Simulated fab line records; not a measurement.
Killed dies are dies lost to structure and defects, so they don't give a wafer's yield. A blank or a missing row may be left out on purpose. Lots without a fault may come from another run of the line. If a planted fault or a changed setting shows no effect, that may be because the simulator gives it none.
Which tool did it?	flow n5_finfet	8 lots, 24 wafers sampled, at 2 steps of a route of 1938

== WHAT THE GAUGES SHOWED, per wafer ==
N5_SD_EPI_P_OVL_MEAS_10.
lot	measured	on	SD_P_BLK_OVL (nm)
L578	day 3 10:35	overlay-02	0.2 0.7 1.1
L583	day 4 12:34	overlay-01	-0.2 0.3 0.0
L587	day 5 12:40	overlay-02	0.7 0.5 1.9
L594	day 7 05:28	overlay-01	86.5 86.6 87.5
L596	day 7 22:35	overlay-02	86.0 84.7 86.6
L597	day 7 23:44	overlay-02	-0.1 -1.1 -0.3
L598	day 8 10:19	overlay-02	-0.9 -0.4 0.6
L600	day 8 19:06	overlay-02	0.7 0.3 0.8

== EACH LOT AND THE TOOL THAT RAN IT (in order: tool; ch and the chambers of the sampled wafers; start) ==
lot	N5_SD_EPI_P_EXPOSE_06
L578	arfi_scanner-03 ch 0, day 3 10:26
L583	arfi_scanner-01 ch 0, day 4 12:25
L587	arfi_scanner-03 ch 0, day 5 12:31
L594	arfi_scanner-03 ch 0, day 7 05:19
L596	arfi_scanner-03 ch 0, day 7 22:27
L597	arfi_scanner-01 ch 0, day 7 23:36
L598	arfi_scanner-01 ch 0, day 8 10:09
L600	arfi_scanner-01 ch 0, day 8 18:56
- N5_SD_EPI_P_EXPOSE_06: exposes mask SD P BLK, target cd 240 nm.

== THE ANSWER, worked out from the rows above alone ==
Rule: the usual values come from the lots themselves. Put in order of their means at a reading, lots are off if they are a third of the lots or fewer, leave a main group of 4 or more, and stand apart from it by a gap of 3 or more times the standard deviation of the main group's means; of several such gaps the widest counts. The tables above print the reading to a certain number of digits; a main group whose means all agree to those digits is not used. A lot without any number at a reading at which 4 lots or more have one is off too. All remaining lots with rows at the step are treated as sound.
Off: L594, L596, seen at N5_SD_EPI_P_OVL_MEAS_10 (SD_P_BLK_OVL). The main group has a mean of 0.3 nm with a standard deviation of 0.54.
If a tool, at a process step before that reading, ran all the lots that are off and no sound lot after the first of them, it fits. Those tools and the gauges at N5_SD_EPI_P_OVL_MEAS_10 are tried in the same way. One candidate fits, namely arfi_scanner-03 at N5_SD_EPI_P_EXPOSE_06. Its last sound lot is L587 (day 5 12:31), its first lot that is off L594 (day 7 05:19): a fault that began between those two fits.

== WHAT THE SIMULATOR HAD PUT IN ==
Scanner matching overlay: arfi_scanner-03, from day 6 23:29 on, at N5_SD_EPI_P_EXPOSE_06. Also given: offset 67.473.
Struck lots among those shown: L594, L596. This agrees with what the rule above found.
